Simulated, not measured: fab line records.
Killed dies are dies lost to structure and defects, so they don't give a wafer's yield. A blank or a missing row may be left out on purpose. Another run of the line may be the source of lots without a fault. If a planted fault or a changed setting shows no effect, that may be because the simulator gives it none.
fab line records | flow n5_finfet
record: lots: 12 | wafers: 36 | last_day: 18
route steps=1938 shown BEOL_M6@1256 BEOL_M7@1265
lots with no fault: from the same line, run without faults
start_h: hours from the record's first day to the start of the lot's first wafer shown | wait_h: how many hours have passed since the lot's step before this one | " same as the row above | L1.1+2: a row that stands for several wafers | - no value, or no start given | * or withheld: withheld | < > ~ a bound
route shown NAME@n: names a module that has steps shown in the file, with the first one's number in the route | usual: mean/standard deviation taken from wafers without a fault | same: alike in all rows | chamber/n: place in a boat | sites: each site's reading | _std_site: standard deviation across them | _edge_site: mean of outer sites minus mean of inner sites | radius_mm: for every site, how far away it sits from the centre of the wafer | mask NAME#n: copy n | behind: the tool/chamber that last shaped the wafer | hold: why the lot was held/for how many hours/how that ended | device: which transistor (n, p or np) failed to switch | end of line: tests of these same wafers at the route's end | a step with no rows: only its recipe | killed: not the wafer's yield, but the dies lost to structure and defects at the first sort | map: per-die view of a wafer (x killed, . not killed, _ where there is no die)
set.NAME: the setting that was run; set.NAME@STEP: the one run at that earlier step | model.NAME: the simulator's own value behind a step, which no gauge read
one table for each step of the route and one row for each wafer, over a sample of lots
services: a tool's chamber out of use, with start hour (start_h, from the record's first day; less than 0 if before it), hours out, and reason
== steps ==
step: N5_BEOL_M6_ANNEAL_51
recipe: temp_c: 225 | time_s: 90 | ambient: N2
usual: anneal_temp_c: 225.04/0.17 | wafer_temp_C_max: 226.2/0.46
same: time_s: 90
lot.wafer | tool          | chamber | start_h | wait_h | anneal_temp_c | wafer_temp_C_max
L936.2    | rtp_anneal-02 | 0       | 204.94  | 0.1    | 225.31        | 226.6
L936.5    | "             | 0       | "       | "      | 225.10        | 226.9
L936.6    | "             | 0       | "       | "      | 224.88        | 226.7
L939.1    | rtp_anneal-02 | 0       | 215.20  | 0.1    | 224.91        | 226.9
L939.3    | "             | 0       | "       | "      | 224.89        | 226.5
L939.6    | "             | 0       | "       | "      | 224.89        | 226.9
L938.3    | rtp_anneal-02 | 0       | 215.81  | 0.1    | 225.09        | 226.4
L938.5    | "             | 0       | "       | "      | 225.07        | 227.3
L938.6    | "             | 0       | "       | "      | 225.04        | 226.9
L940.1    | rtp_anneal-01 | 0       | 221.33  | 0.1    | 225.18        | 225.8
L940.2    | "             | 0       | "       | "      | 225.07        | 225.8
L940.6    | "             | 0       | "       | "      | 224.87        | 225.8
L943.1    | rtp_anneal-02 | 0       | 246.51  | 0.2    | 224.83        | 227.3
L943.2    | "             | 0       | "       | "      | 224.93        | 227.0
L943.5    | "             | 0       | "       | "      | 224.78        | 227.6
L945.2    | rtp_anneal-02 | 0       | 249.34  | 0.2    | 224.92        | 227.0
L945.4    | "             | 0       | "       | "      | 225.10        | 226.9
L945.6    | "             | 0       | "       | "      | 224.90        | 227.0
L944.2    | rtp_anneal-01 | 0       | 251.50  | 0.4    | 225.10        | 225.9
L944.5    | "             | 0       | "       | "      | 224.95        | 226.0
L944.6    | "             | 0       | "       | "      | 225.03        | 225.7
L949.2    | rtp_anneal-01 | 0       | 282.76  | 2.5    | 225.15        | 225.8
L949.4    | "             | 0       | "       | "      | 225.28        | 226.0
L949.5    | "             | 0       | "       | "      | 224.77        | 226.2
L957.4    | rtp_anneal-01 | 0       | 319.52  | 2.6    | 224.80        | 225.8
L957.5    | "             | 0       | "       | "      | 224.98        | 226.0
L957.6    | "             | 0       | "       | "      | 225.16        | 226.2
L955.2    | rtp_anneal-01 | 0       | 320.09  | 3.1    | 225.26        | 226.3
L955.3    | "             | 0       | "       | "      | 224.96        | 226.3
L955.4    | "             | 0       | "       | "      | 224.94        | 226.2
L958.2    | rtp_anneal-01 | 0       | 334.34  | 1.0    | 225.11        | 226.1
L958.3    | "             | 0       | "       | "      | 224.63        | 225.6
L958.5    | "             | 0       | "       | "      | 225.06        | 225.9
L959.1    | rtp_anneal-01 | 0       | 353.91  | 0.1    | 225.18        | 225.9
L959.4    | "             | 0       | "       | "      | 225.03        | 226.4
L959.5    | "             | 0       | "       | "      | 225.28        | 226.1
step: N5_BEOL_M6_DEP_56
recipe: material: SiCN | target_thk_a: 100 | temp_c: withheld | precursor: 3MS/NH3 | pressure_torr: 3 | rf_w: 202 | time_s: 17.5
usual: showerhead_plenum_p_Torr: 3.664/0.011 | throttle_valve_pct: 9.1/0.47
same: time_s: 17.5
lot.wafer | tool     | chamber | start_h | wait_h | showerhead_plenum_p_Torr | throttle_valve_pct
L936.2    | pecvd-02 | 0       | 205.55  | 0.0    | 3.662                    | 9.5
L936.5    | "        | 2       | "       | "      | 3.656                    | 9.0
L936.6    | "        | 1       | "       | "      | 3.650                    | 8.8
L939.1    | pecvd-04 | 1       | 215.85  | 0.0    | 3.648                    | 8.6
L939.3    | "        | 0       | "       | "      | 3.662                    | 9.1
L939.6    | "        | 0       | "       | "      | 3.682                    | 9.0
L938.3    | pecvd-04 | 0       | 216.45  | 0.0    | 3.671                    | 8.7
L938.5    | "        | 1       | "       | "      | 3.646                    | 8.6
L938.6    | "        | 2       | "       | "      | 3.658                    | 8.1
L940.1    | pecvd-03 | 0       | 222.01  | 0.0    | 3.676                    | 8.8
L940.2    | "        | 1       | "       | "      | 3.661                    | 9.6
L940.6    | "        | 0       | "       | "      | 3.671                    | 8.8
L943.1    | pecvd-03 | 1       | 247.17  | 0.0    | 3.669                    | 9.8
L943.2    | "        | 0       | "       | "      | 3.675                    | 8.8
L943.5    | "        | 0       | "       | "      | 3.675                    | 9.0
L945.2    | pecvd-04 | 0       | 249.94  | 0.0    | 3.686                    | 9.1
L945.4    | "        | 1       | "       | "      | 3.650                    | 8.6
L945.6    | "        | 0       | "       | "      | 3.683                    | 8.9
L944.2    | pecvd-03 | 1       | 252.17  | 0.0    | 3.676                    | 9.3
L944.5    | "        | 1       | "       | "      | 3.672                    | 9.6
L944.6    | "        | 0       | "       | "      | 3.667                    | 8.9
L949.2    | pecvd-02 | 1       | 283.37  | 0.0    | 3.660                    | 9.0
L949.4    | "        | 1       | "       | "      | 3.658                    | 8.9
L949.5    | "        | 2       | "       | "      | 3.660                    | 9.3
L957.4    | pecvd-02 | 0       | 320.06  | 0.0    | 3.679                    | 9.8
L957.5    | "        | 2       | "       | "      | 3.653                    | 9.2
L957.6    | "        | 1       | "       | "      | 3.665                    | 8.9
L955.2    | pecvd-04 | 0       | 320.72  | 0.0    | 3.677                    | 8.9
L955.3    | "        | 2       | "       | "      | 3.656                    | 8.2
L955.4    | "        | 2       | "       | "      | 3.649                    | 8.7
L958.2    | pecvd-04 | 1       | 334.96  | 0.0    | 3.653                    | 8.6
L958.3    | "        | 2       | "       | "      | 3.658                    | 8.2
L958.5    | "        | 1       | "       | "      | 3.644                    | 8.7
L959.1    | pecvd-02 | 1       | 354.58  | 0.0    | 3.651                    | 9.0
L959.4    | "        | 2       | "       | "      | 3.653                    | 9.2
L959.5    | "        | 0       | "       | "      | 3.676                    | 9.6
step: N5_BEOL_M7_THK_MEAS_01
recipe: reads: SiCOH_lowk_of_BEOL_M7_ILD_DEP_00
usual: M7_ILD_THK: 154.6/2.2
lot.wafer | tool          | chamber | start_h | wait_h | M7_ILD_THK[nm]
L936.2    | film_metro-02 | -       | 206.81  | 0.4    | 153.2
L936.5    | "             | -       | "       | "      | 154.4
L936.6    | "             | -       | "       | "      | 156.0
L939.1    | film_metro-01 | -       | 216.58  | 0.4    | 155.0
L939.3    | "             | -       | "       | "      | 151.6
L939.6    | "             | -       | "       | "      | 151.0
L938.3    | film_metro-01 | -       | 217.20  | 0.3    | 156.1
L938.5    | "             | -       | "       | "      | 154.6
L938.6    | "             | -       | "       | "      | 153.8
L940.1    | film_metro-01 | -       | 222.76  | 0.4    | 149.8
L940.2    | "             | -       | "       | "      | 153.8
L940.6    | "             | -       | "       | "      | 155.2
L943.1    | film_metro-02 | -       | 247.88  | 0.4    | 155.6
L943.2    | "             | -       | "       | "      | 155.1
L943.5    | "             | -       | "       | "      | 157.6
L945.2    | film_metro-01 | -       | 250.65  | 0.4    | 154.9
L945.4    | "             | -       | "       | "      | 158.5
L945.6    | "             | -       | "       | "      | 157.8
L944.2    | film_metro-01 | -       | 252.92  | 0.4    | 154.4
L944.5    | "             | -       | "       | "      | 156.9
L944.6    | "             | -       | "       | "      | 156.8
L949.2    | film_metro-02 | -       | 284.10  | 0.4    | 154.6
L949.4    | "             | -       | "       | "      | 157.5
L949.5    | "             | -       | "       | "      | 155.8
L957.4    | film_metro-01 | -       | 321.23  | 0.4    | 156.0
L957.5    | "             | -       | "       | "      | 155.7
L957.6    | "             | -       | "       | "      | 153.4
L955.2    | film_metro-01 | -       | 321.43  | 0.4    | 153.0
L955.3    | "             | -       | "       | "      | 154.8
L955.4    | "             | -       | "       | "      | 156.8
L958.2    | film_metro-01 | -       | 335.67  | 0.4    | 155.7
L958.3    | "             | -       | "       | "      | 154.3
L958.5    | "             | -       | "       | "      | 159.4
L959.1    | film_metro-02 | -       | 355.29  | 0.4    | 151.2
L959.4    | "             | -       | "       | "      | 154.7
L959.5    | "             | -       | "       | "      | 152.2
step: N5_BEOL_M7_COAT_63
recipe: resist: SOC | temp_c: 250 | time_s: 60 | spin_rpm: 1500 | resist_thk_nm: 60
usual: spin_speed_rpm: 1499.9/0.93
same: time_s: 60
lot.wafer | tool           | chamber | start_h | wait_h | spin_speed_rpm
L936.2    | litho_track-05 | 0       | 211.38  | 2.9    | 1500.8
L936.5    | "              | 0       | "       | "      | 1500.8
L936.6    | "              | 0       | "       | "      | 1500.4
L939.1    | litho_track-05 | 0       | 219.72  | 0.0    | 1498.0
L939.3    | "              | 0       | "       | "      | 1501.4
L939.6    | "              | 0       | "       | "      | 1500.1
L938.3    | litho_track-02 | 0       | 219.85  | 0.0    | 1500.2
L938.5    | "              | 0       | "       | "      | 1500.0
L938.6    | "              | 0       | "       | "      | 1499.7
L940.1    | litho_track-02 | 0       | 224.53  | 0.2    | 1500.3
L940.2    | "              | 0       | "       | "      | 1500.1
L940.6    | "              | 0       | "       | "      | 1500.3
L943.1    | litho_track-03 | 0       | 252.05  | 1.8    | 1499.5
L943.2    | "              | 0       | "       | "      | 1499.7
L943.5    | "              | 0       | "       | "      | 1500.2
L945.2    | litho_track-05 | 0       | 252.05  | 0.1    | 1499.4
L945.4    | "              | 0       | "       | "      | 1501.4
L945.6    | "              | 0       | "       | "      | 1500.2
L944.2    | litho_track-02 | 0       | 254.43  | 0.0    | 1500.0
L944.5    | "              | 0       | "       | "      | 1498.6
L944.6    | "              | 0       | "       | "      | 1499.7
L949.2    | litho_track-05 | 0       | 287.44  | 0.6    | 1302.9
L949.4    | "              | 0       | "       | "      | 1303.3
L949.5    | "              | 0       | "       | "      | 1302.8
L957.4    | litho_track-03 | 0       | 323.88  | 0.8    | 1499.5
L957.5    | "              | 0       | "       | "      | 1499.9
L957.6    | "              | 0       | "       | "      | 1501.8
L955.2    | litho_track-05 | 0       | 323.88  | 0.6    | 1303.1
L955.3    | "              | 0       | "       | "      | 1301.2
L955.4    | "              | 0       | "       | "      | 1301.0
L958.2    | litho_track-03 | 0       | 340.41  | 2.4    | 1499.6
L958.3    | "              | 0       | "       | "      | 1498.6
L958.5    | "              | 0       | "       | "      | 1498.7
L959.1    | litho_track-03 | 0       | 359.91  | 2.9    | 1501.0
L959.4    | "              | 0       | "       | "      | 1500.1
L959.5    | "              | 0       | "       | "      | 1500.1
== services ==
tool           | chamber | start_h | hours | kind
pecvd-04       | 2       | 183.58  | -     | clean
pecvd-04       | 2       | 183.58  | -     | consumable_replace:showerhead
pecvd-04       | 2       | 183.58  | 29.0  | scheduled_down
pecvd-04       | 2       | 183.58  | 29.0  | vent_cycle
pecvd-03       | 0       | 191.30  | 24.5  | repair
pecvd-02       | -       | 192.70  | 1.1   | repair
pecvd-03       | -       | 203.51  | 6.0   | pm
pecvd-03       | 2       | 215.87  | -     | clean
pecvd-03       | 2       | 215.87  | -     | consumable_replace:showerhead
pecvd-02       | 0       | 223.39  | 11.9  | repair
pecvd-03       | -       | 225.10  | 5.1   | repair
pecvd-04       | 0       | 237.60  | 2.1   | scheduled_down
pecvd-02       | -       | 246.63  | 2.5   | repair
litho_track-05 | -       | 261.76  | -     | consumable_replace:filter
rtp_anneal-02  | -       | 276.12  | 56.7  | pm
pecvd-04       | 2       | 294.41  | 2.1   | scheduled_down
pecvd-02       | 1       | 315.25  | 3.4   | repair
pecvd-02       | 0       | 324.58  | 5.0   | scheduled_down
pecvd-02       | -       | 328.67  | 1.5   | repair
pecvd-03       | 1       | 341.51  | 5.2   | repair
pecvd-04       | -       | 343.24  | 1.7   | repair
litho_track-05 | -       | 351.11  | -     | consumable_replace:filter
rtp_anneal-02  | -       | 354.59  | 31.2  | repair
pecvd-02       | 0       | 359.75  | 7.6   | repair
== key ==
first_sign: step: N5_BEOL_M7_COAT_63 | reading: spin_speed_rpm | direction: down | sigmas: 99+ | usual: * | struck: *
effect none on later readings
met_at N5_BEOL_M7_COAT_63
struck_lots L949,L955
not_acting_at N5_BEOL_M6_ANNEAL_51,N5_BEOL_M6_DEP_56,N5_BEOL_M7_THK_MEAS_01
onset_between 252.05 287.44
fault: kind: process_parameter_drift | tool: litho_track-05 | chamber: - | onset_h: 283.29 | steps: N5_BEOL_M7_COAT_63 | channel: spin_rpm | offset: * | shape: step | end_h: 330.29 | acts_in: * | stated: *
